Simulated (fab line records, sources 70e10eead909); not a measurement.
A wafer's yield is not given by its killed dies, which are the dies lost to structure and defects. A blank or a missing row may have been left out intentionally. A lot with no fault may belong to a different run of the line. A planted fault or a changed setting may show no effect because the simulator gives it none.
Matching of chambers :: flow nand-harc :: 4 sister chambers for NHARC_A_STAIRCASE_CMP_152 on cmp-03
The step polishes. 8 wafers are shown with their chamber, then 12 later ones without.

== WAFERS PAIRED WITH THEIR CHAMBERS ==
wafer: L081.5
chamber: 3
motor-current-A (A): 10.5

wafer: L084.3
chamber: 2
motor-current-A (A): 11.7

wafer: L084.5
chamber: 2
motor-current-A (A): 11.9

wafer: L087.4
chamber: 3
motor-current-A (A): 10.3

wafer: L087.6
chamber: 1
motor-current-A (A): 12.5

wafer: L089.4
chamber: 0
motor-current-A (A): 10.1

wafer: L089.5
chamber: 1
motor-current-A (A): 12.1

wafer: L089.6
chamber: 0
motor-current-A (A): 10.4

== WAFERS MISSING THEIR CHAMBER ==
wafer: L091.1
motor-current-A (A): 10.1

wafer: L091.4
motor-current-A (A): 9.7

wafer: L091.5
motor-current-A (A): 12.0

wafer: L097.1
motor-current-A (A): 10.2

wafer: L097.2
motor-current-A (A): 12.2

wafer: L097.5
motor-current-A (A): 12.0

wafer: L097.3
motor-current-A (A): 10.1

wafer: L097.4
motor-current-A (A): 12.4

wafer: L097.6
motor-current-A (A): 12.6

wafer: L096.3
motor-current-A (A): 10.2

wafer: L096.4
motor-current-A (A): 12.3

wafer: L096.5
motor-current-A (A): 11.0

== WHICH CHAMBER EACH ONE RAN IN ==
wafer: L091.1
from the rows above: can't be placed: 0 or 3
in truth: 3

wafer: L091.4
from the rows above: can't be placed: 0 or 3
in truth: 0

wafer: L091.5
from the rows above: can't be placed: 2 or 1
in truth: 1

wafer: L097.1
from the rows above: can't be placed: 0 or 3
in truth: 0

wafer: L097.2
from the rows above: can't be placed: 1 or 2
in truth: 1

wafer: L097.5
from the rows above: can't be placed: 2 or 1
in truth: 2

wafer: L097.3
from the rows above: can't be placed: 0 or 3
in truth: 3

wafer: L097.4
from the rows above: 1
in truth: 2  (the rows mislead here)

wafer: L097.6
from the rows above: 1
in truth: 1

wafer: L096.3
from the rows above: can't be placed: 0 or 3
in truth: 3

wafer: L096.4
from the rows above: 1
in truth: 1

wafer: L096.5
from the rows above: can't be placed: 3 or 0 or 2
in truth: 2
Correct placement for 2 of the 12. Unplaceable from these rows: 9, with the true chamber sitting among the candidates in 9. Placed wrongly: 1.
How it was worked out, from the rows above alone: a wafer's distance from a chamber is the root of the sum, over the readings, of the square of ((its reading less the chamber's mean) divided by the reading's scatter). If the next closest chamber is less than 2 further off than the closest, the wafer can't be placed; otherwise it belongs to the closest. For every chamber, the mean is computed from those of its wafers that are shown. The scatter: take each reading less its chamber's mean, square it, sum over the shown wafers, divide by the number of wafers less the number of chambers, and take the root.
